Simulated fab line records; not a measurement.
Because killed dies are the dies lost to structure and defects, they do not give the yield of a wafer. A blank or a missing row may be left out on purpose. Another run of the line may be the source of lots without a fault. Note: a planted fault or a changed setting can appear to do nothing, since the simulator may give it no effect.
One fault through the eyes of 3 desks + flow n5 finfet + every desk sees just its own numbers, and what lay behind them comes last

AT THE TOOL OWNER'S DESK: rie diel-02
The tool's own readings at N5_BEOL_M10_ETCH_41 (etches SiCN in CH3F/O2, target depth 42.6 nm, time 86 s): means of the sampled wafers that have a number, for each lot that ran on this tool. The brackets show how far a lot's mean lies from the usual mean; more than 4 standard deviations puts the lot out of limits, marked OUT.
Columns: A = O2_flow_sccm at N5_BEOL_M10_ETCH_41, usual 20.00 sccm; B = drypump motor current A at N5_BEOL_M10_ETCH_41, usual 5.5 A; C = oes product au at N5_BEOL_M10_ETCH_41, usual 0.77 a.u.; D = rf fwd power W at N5_BEOL_M10_ETCH_41, usual 392.5 W; E = rf vpp V at N5_BEOL_M10_ETCH_41, usual 296.9 V; F = showerhead plenum p Torr at N5_BEOL_M10_ETCH_41, usual 1.98 Torr; G = throttle valve pct at N5_BEOL_M10_ETCH_41, usual 16.41 %
| lot  | first seen here | A     | B   | C    | D               | E               | F    | G     |
|------|-----------------|-------|-----|------|-----------------|-----------------|------|-------|
| L775 | day 13 04:48    | 20.03 | 5.3 | 0.77 | 393.0           | 297.7           | 2.03 | 16.46 |
| L776 | day 13 14:08    | 19.99 | 5.3 | 0.70 | 296.4 (-69) OUT | 325.1 (+22) OUT | 2.00 | 16.50 |
| L782 | day 14 20:13    | 19.96 | 5.2 | 0.72 | 298.0 (-68) OUT | 325.4 (+22) OUT | 1.99 | 16.49 |
This desk's finding: out of limits on L776, L782; first on L776, day 13 14:08 (rf fwd power W at N5_BEOL_M10_ETCH_41). Within limits: L775.

THE METROLOGY DESK
What the gauges read for every lot (on any tool): the sampled wafers with a number, averaged. The brackets show how far a lot's mean lies from the usual mean; more than 4 standard deviations puts the lot out of limits, marked OUT.
Columns: A = cd nm at N5_BEOL_M10_CD_MEAS_28, usual 70.1 nm; B = V9_OVL at N5_BEOL_M10_OVL_MEAS_29, usual -0.2 nm
| lot  | first seen here | A    | B    |
|------|-----------------|------|------|
| L767 | day 10 16:00    | 70.5 | -0.2 |
| L775 | day 13 04:19    | 69.6 | -0.4 |
| L776 | day 13 13:41    | 70.2 | 0.2  |
| L782 | day 14 19:10    | 69.9 | 0.1  |
| L783 | day 15 02:22    | 70.7 | -0.1 |
| L787 | day 16 12:26    | 70.8 | -0.8 |
This desk found nothing out of limits on any of the 6 lots.

THE DEFECT DESK
Inspection counts along the route, by lot: the mean over sampled wafers that carry a number. The brackets show how far a lot's mean lies from the usual mean; more than 4 standard deviations puts the lot out of limits, marked OUT.
Columns: A = raw defect count at N5_BEOL_M10_INSPECT_30, usual 371
| lot  | first seen here | A   |
|------|-----------------|-----|
| L767 | day 10 16:03    | 563 |
| L775 | day 13 04:22    | 401 |
| L776 | day 13 13:44    | 394 |
| L782 | day 14 19:13    | 319 |
| L783 | day 15 02:25    | 375 |
| L787 | day 16 12:29    | 348 |
This desk found nothing out of limits on any of the 6 lots.

BROUGHT TOGETHER
At day 13 14:08, on L776, L782, the tool owner's desk was in a position to raise an alarm.
Nothing out of limits was seen by the metrology desk.
The defect desk saw nothing out of limits.
The metrology desk holds a record of L776, L782, inside its limits.
The defect desk has L776, L782 on record, within its limits.
On rie diel-02, each named lot ran N5_BEOL_M10_ETCH_41.

WHAT THE SIMULATOR HAD PUT IN
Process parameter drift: rie diel-02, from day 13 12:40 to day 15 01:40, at N5_BEOL_M10_ETCH_41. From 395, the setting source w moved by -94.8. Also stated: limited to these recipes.
Struck lots among those shown: L776, L782.
Delay in hours, fault start to first out-of-limits reading, by desk: the tool owner's desk at 1.
